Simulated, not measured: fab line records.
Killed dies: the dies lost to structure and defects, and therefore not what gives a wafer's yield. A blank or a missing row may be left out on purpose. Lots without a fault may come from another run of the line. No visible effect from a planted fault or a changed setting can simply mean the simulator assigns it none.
Comparing a struck lot with a sound one || flow nand-harc || 15 out of 1159 route steps
Sound: the wafers L768.3, L768.4, L768.6. Wafers L785.1, L785.5, L785.6 were the ones struck. At the end, the cause is stated.
At each step with rows: each side's tool, then ch and its chambers, then its first start. Under that, the readings that differ: sound wafers || struck wafers || difference of the means || sigmas: that difference in standard deviations of wafers without a fault.
alike: words and numbers the same on both sides, and readings whose means are apart by under 2 such deviations; not compared: readings that were withheld, readings missing a value for some wafer, numbers with overlapping values and no deviation given by the record, and bounds like >300 which may hide the same value.
The two part at a step that has a row with sigmas, a row that says differs or no value, or rows on one side only. Numbers that have no deviation but don't overlap get no sigmas and don't part them. A reading missing from all wafers of one side parts the sides only when that side holds two or more wafers.

NHARC_A_SGD_CUT_THK_MEAS_22: measures by ellipsometry.
  sound: film-metro-02 at day 14 15:04; struck: film-metro-02 at day 18 08:41
  alike: thk-nm
then, 2 steps without rows for these wafers: NHARC_A_SGD_CUT_SRD_23; NHARC_A_SGD_CUT_ETCH_26 (etches SiO2 in dHF, target depth 45.8 nm).
NHARC_A_SGD_CUT_ETCHBACK_24: etches the open film in CH3F/O2, target depth 50 nm, time 92.857 s.
  sound on rie-diel-02 ch 0,1,3, day 14 15:17; struck on rie-diel-02 ch 1,2, day 18 08:55
  alike: drypump-motor-current-A, oes-product-au, rf-vpp-V, showerhead-plenum-p-Torr, throttle-valve-pct
  not compared: rf-hours-counter-h
NHARC_A_SGD_CUT_STRIP_28: strips in O2, time 20 s.
  sound: rie-diel-02 ch 1,2; struck: rie-diel-02 ch 0,1,2
  alike: drypump-motor-current-A, oes-product-au, rf-vpp-V, showerhead-plenum-p-Torr, throttle-valve-pct
  not compared: rf-hours-counter-h
NHARC_A_SGD_CUT_INSPECT_25:
  sound: defect-inspect-01 at day 14 15:31; struck: defect-inspect-01 at day 18 09:09
  alike: raw-defect-count
NHARC_A_SLIT_DEP_25: deposits SiO2, target thk 200 nm.
  sound on pecvd-04 ch 0,1,2, day 14 15:38; struck on pecvd-02 ch 0,1, day 18 09:18
  alike: heater-power-w, throttle-valve-pct
NHARC_A_SLIT_DEP_00: deposits aC, target thk 3200 nm.
  sound on acl-dep-01 ch 0, day 14 17:57; struck on acl-dep-03 ch 0, day 18 09:34
  alike: throttle-valve-pct
NHARC_A_SLIT_DEP_23: deposits SiON, target thk 100 nm.
  sound on pecvd-04 ch 0,2, day 14 19:27; struck on pecvd-04 ch 0,2, day 18 11:35
  alike: heater-power-w
then, 3 steps without rows for these wafers: NHARC_A_SLIT_DEHYDRATE_01 (time 120 s); NHARC_A_SLIT_HMDS_02 (time 30 s); NHARC_A_SLIT_COAT_03 (resist thk 90 nm).
NHARC_A_SLIT_SOFTBAKE_04: time 55 s.
  sound on litho-track-01 ch 0, day 14 19:00; struck on litho-track-01 ch 0, day 18 11:00
{"reading": "heater-power-total-W (W)", "sound": "188.33 188.43 188.48", "struck": "157.81 157.88 157.79", "difference": -30.59, "sigmas": "-99 or more"}
next, for these wafers, 1 step has no rows: NHARC_A_SLIT_EBR_05.
-- the record jumps here: 5 days lie between the struck wafers' starts before and after (it left off in module A_SLIT and takes up again in module END, whose first step shown is number 1159 of the route) --
NHARC_END_SORT_01:
  only the struck wafers appear in the record here, on prober-02 ch 0 at day 23 14:36; the sound ones have no rows

WHERE THEY PART
At NHARC_A_SLIT_SOFTBAKE_04 first; at NHARC_END_SORT_01 last (within this record only).

WHY: what the simulator had put in
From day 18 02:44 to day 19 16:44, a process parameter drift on litho-track-01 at NHARC_A_SLIT_SOFTBAKE_04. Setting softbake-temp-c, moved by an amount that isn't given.
